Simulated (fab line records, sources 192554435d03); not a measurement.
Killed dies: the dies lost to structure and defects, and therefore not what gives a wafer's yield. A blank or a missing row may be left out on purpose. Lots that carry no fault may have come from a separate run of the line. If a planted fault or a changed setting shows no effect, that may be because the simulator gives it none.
Matching of chambers    flow n5-finfet    rie-diel-05 running N5_BEOL_M6_ETCH_72: 4 sister chambers
The step etches underlayer in N2/H2, target depth 6.5 nm, time 5.2 s. 14 wafers are shown with their chamber, then 7 later ones without.

== WAFERS WITH THEIR CHAMBER ==
wafer   chamber  drypump-motor-current-A (A)  showerhead-plenum-p-Torr (Torr)  throttle-valve-pct (%)
L327.2  2        5.6                          2.53                             17.76
L327.5  1        6.0                          2.48                             18.04
L327.6  2        5.6                          2.53                             17.74
L328.1  3        6.7                          2.41                             18.12
L328.2  1        6.0                          2.48                             18.05
L328.6  3        6.7                          2.41                             18.09
L333.3  0        5.3                          2.62                             18.06
L333.4  2        5.6                          2.53                             17.75
L333.5  3        6.7                          2.40                             18.10
L334.1  1        6.0                          2.48                             18.06
L334.2  3        6.7                          2.40                             18.10
L334.5  3        6.7                          2.40                             18.11
L346.2  3        6.8                          2.39                             18.13
L346.3  1        6.0                          2.47                             18.12

SIGNATURES (averages over the wafers above)
reading                   chamber 0  chamber 1  chamber 2  chamber 3  scatter within a chamber
drypump-motor-current-A   5.300      6.000      5.600      6.717      0.0289
showerhead-plenum-p-Torr  2.6200     2.4775     2.5300     2.4017     0.00599
throttle-valve-pct        18.0600    18.0675    17.7500    18.1083    0.0227
Rule: distance of a wafer from a chamber = root of the sum over the readings of ((wafer's reading minus chamber's mean) / reading's scatter) squared. If the next closest chamber is less than 2 further off than the closest, the wafer can't be placed; otherwise it belongs to the closest. How the scatter is found: for the shown wafers, subtract from each reading the mean of its chamber, square and add these, divide the total by (wafers less chambers), then take the root.

== WAFERS WHOSE CHAMBER IS MISSING ==
wafer   drypump-motor-current-A (A)  showerhead-plenum-p-Torr (Torr)  throttle-valve-pct (%)
L346.4  5.3                          2.61                             17.63
L347.3  5.3                          2.61                             17.65
L347.4  5.2                          2.61                             17.61
L347.6  6.0                          2.47                             18.13
L349.2  6.0                          2.46                             18.14
L349.3  5.2                          2.61                             17.65
L349.5  5.6                          2.52                             17.81

== THE CHAMBER EACH PASSED THROUGH ==
wafer   from the rows above      in truth
L346.4  can't be placed: 2 or 0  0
L347.3  can't be placed: 2 or 0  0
L347.4  can't be placed: 0 or 2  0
L347.6  1                        1
L349.2  1                        1
L349.3  can't be placed: 0 or 2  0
L349.5  2                        2
3 of 7 placed correctly. Can't be placed from these rows: 4 (the true chamber is among the candidates in 4). Placed wrongly: 0.
